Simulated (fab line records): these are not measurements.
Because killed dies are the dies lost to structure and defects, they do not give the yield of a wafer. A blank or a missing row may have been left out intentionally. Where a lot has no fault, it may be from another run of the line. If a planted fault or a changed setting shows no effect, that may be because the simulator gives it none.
Problem report in the 8D (eight disciplines) form, filled by code -- flow nand-harc -- the parts of the form that need people (team, actions taken, sign-off) are left out

== 1. WHAT IS WRONG ==
Mean of rf-fwd-power-W at NHARC_A_STAIRCASE_ETCH_170: 691.8 W over 2 wafers from 1 lot, against 594.9 W (standard deviation 2.5) on wafers with no fault. Relative to the usual mean, that is a shift of +39 standard deviations.
The step: etches the open film in C4F6/O2, target depth 200 nm, time 66.667 s.
The first sign was on wafer L541.3 at day 12 06:39, on rie-diel-10. Wafers with a number at this step in the record: 39, from 13 lots. By rule, "out" or "out of limits" means more than 4 standard deviations away from the usual mean. Any other wafer with a number is counted as sound.

== 2. WHAT IT IS, AND WHAT IT ISN'T ==
question,is,is not
which readings at this step,"rf-fwd-power-W, oes-product-au","drypump-motor-current-A, rf-vpp-V, showerhead-plenum-p-Torr, throttle-valve-pct"
which lots,L541,"L535, L537, L539, L540, L549, L551, L553, L554, L555, L556, L557, L558"
which wafers of those lots,"L541.3, L541.5",L541.1
read on which tools,rie-diel-10,"rie-diel-09, rie-diel-11"
when,from day 12 06:39,"up to then (13 sound wafers); but 24 sound wafers of L549, L551, L553, L554, L555, L556, L557, L558 came after"

== 3. WHAT RULES OUT EACH SUSPECT ==
Counting: a tool at a process step up to the reading stays a suspect if it ran every lot that is out. Sound lots after the first of them don't rule it out here, since some wafers of a struck lot are sound.
- ald-hk-01 at NHARC_A_CHANNEL_FILL_D1_ALD_14 (deposits SiO2, target thk 2.5 nm, pulse time 10 s, ald cycles 25): kept. It ran the lot that is out, L541 (day 10 08:50).
- ald-hk-04 at NHARC_A_CHANNEL_FILL_D1_ALD_16 (deposits SiO2, target thk 1.5 nm, pulse time 10 s, ald cycles 15): kept. It processed L541, the lot that is out, at day 10 17:33, and its most recent sound lot before then was L540 at day 9 21:01.
- rie-diel-10 at NHARC_A_STAIRCASE_ETCH_170 (etches the open film in C4F6/O2, target depth 200 nm, time 66.667 s): kept. It processed L541, the lot that is out, at day 12 06:39, and its most recent sound lot before then was L539 at day 11 09:47. Out on those wafers are its own readings of oes-product-au, rf-fwd-power-W.
- Within ald-hk-01 at NHARC_A_CHANNEL_FILL_D1_ALD_14: the wafers that are out ran in chambers 0, 1; their sound lot-mates ran in chamber 2.
- Within ald-hk-04 at NHARC_A_CHANNEL_FILL_D1_ALD_16: the wafers that are out ran in chamber 2; their sound lot-mates ran in chamber 3.
- Within rie-diel-10 at NHARC_A_STAIRCASE_ETCH_170: the wafers that are out ran in chamber 1; their sound lot-mates ran in chamber 0.
ald-hk-01 at NHARC_A_CHANNEL_FILL_D1_ALD_14, ald-hk-04 at NHARC_A_CHANNEL_FILL_D1_ALD_16 and rie-diel-10 at NHARC_A_STAIRCASE_ETCH_170 are what is left after counting.

== 4. THE CAUSE (what the simulator had put in) ==
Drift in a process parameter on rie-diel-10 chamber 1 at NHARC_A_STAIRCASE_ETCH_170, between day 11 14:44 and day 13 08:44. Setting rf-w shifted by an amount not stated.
After counting, 3 suspects remain, this tool included.

== 5. THE CHAIN OF EFFECTS, in route order ==
One row per reading whose mean, taken over the struck wafers that have a number, lies over 3 standard deviations from the usual. Readings are gone through only where the record gives a usual standard deviation; hours: the median, over the lots, of the time from a lot's start at the first step in this table giving one to that lot's start at this step; sigmas: the change measured in usual standard deviations.
hours,step,reading,usual,on struck wafers,change,sigmas
0,NHARC_A_STAIRCASE_ETCH_170,oes-product-au,0.969 a.u.,1.052,+0.084,+4.9
0,NHARC_A_STAIRCASE_ETCH_170,rf-fwd-power-W,594.9 W,691.8,+96.9,+39
Process steps it contains:
- NHARC_A_STAIRCASE_ETCH_170: etches the open film in C4F6/O2, target depth 200 nm, time 66.667 s.

== 6. WHAT WOULD HAVE CAUGHT IT SOONER ==
In this record no reading fell out of limits until day 12 06:39, 16 hours after the fault had begun at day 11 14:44.
